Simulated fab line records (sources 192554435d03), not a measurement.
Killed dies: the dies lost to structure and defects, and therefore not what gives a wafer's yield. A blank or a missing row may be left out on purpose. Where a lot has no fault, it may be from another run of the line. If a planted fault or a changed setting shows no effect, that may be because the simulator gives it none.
The tool behind it: which one? | flow n5 finfet | 33 wafers sampled from 11 lots at 1 step of a route of 1938

== WHAT EACH GAUGE READ, for each wafer ==
N5_BEOL_M6_THK_MEAS_53: measures by xrf.
lot  | measured     | on            | M6_THK (nm)
L613 | day 9 00:23  | film metro-02 | 78.4 77.5 78.6
L614 | day 9 01:40  | film metro-02 | 79.5 80.1 82.0
L615 | day 9 05:04  | film metro-01 | 78.2 78.4 78.2
L617 | day 9 21:35  | film metro-01 | 78.6 77.2 77.3
L619 | day 10 11:04 | film metro-01 | 84.1 80.7 83.8
L620 | day 10 17:50 | film metro-01 | 78.1 82.0 79.0
L626 | day 13 06:11 | film metro-02 | 84.6 85.0 87.0
L628 | day 13 09:54 | film metro-01 | 82.3 79.5 80.3
L630 | day 13 12:29 | film metro-02 | 84.3 85.4 79.2
L632 | day 14 15:37 | film metro-02 | 85.0 80.6 81.6
L635 | day 14 19:17 | film metro-01 | 85.1 83.2 84.7

== TOOL THAT RAN EACH LOT (tool first, then ch and the chambers of the sampled wafers, then the start) ==
The record shows no process step preceding these readings.

== THE ANSWER, worked out from the rows above alone ==
Rule: the usual values come from the lots themselves. Put in order of their means at a reading, lots are off if they are a third of the lots or fewer, leave a main group of 4 or more, and stand apart from it by a gap of 3 or more times the standard deviation of the main group's means; of several such gaps the widest counts. A main group whose means are all the same, to the digits that the tables above print for the reading, isn't used. Also off: a lot with no number at a reading for which 4 or more lots have one. The other lots that the step has rows for count as sound.
None of the lots is off at any reading shown; this tells nothing.

== WHAT THE SIMULATOR HAD INSERTED ==
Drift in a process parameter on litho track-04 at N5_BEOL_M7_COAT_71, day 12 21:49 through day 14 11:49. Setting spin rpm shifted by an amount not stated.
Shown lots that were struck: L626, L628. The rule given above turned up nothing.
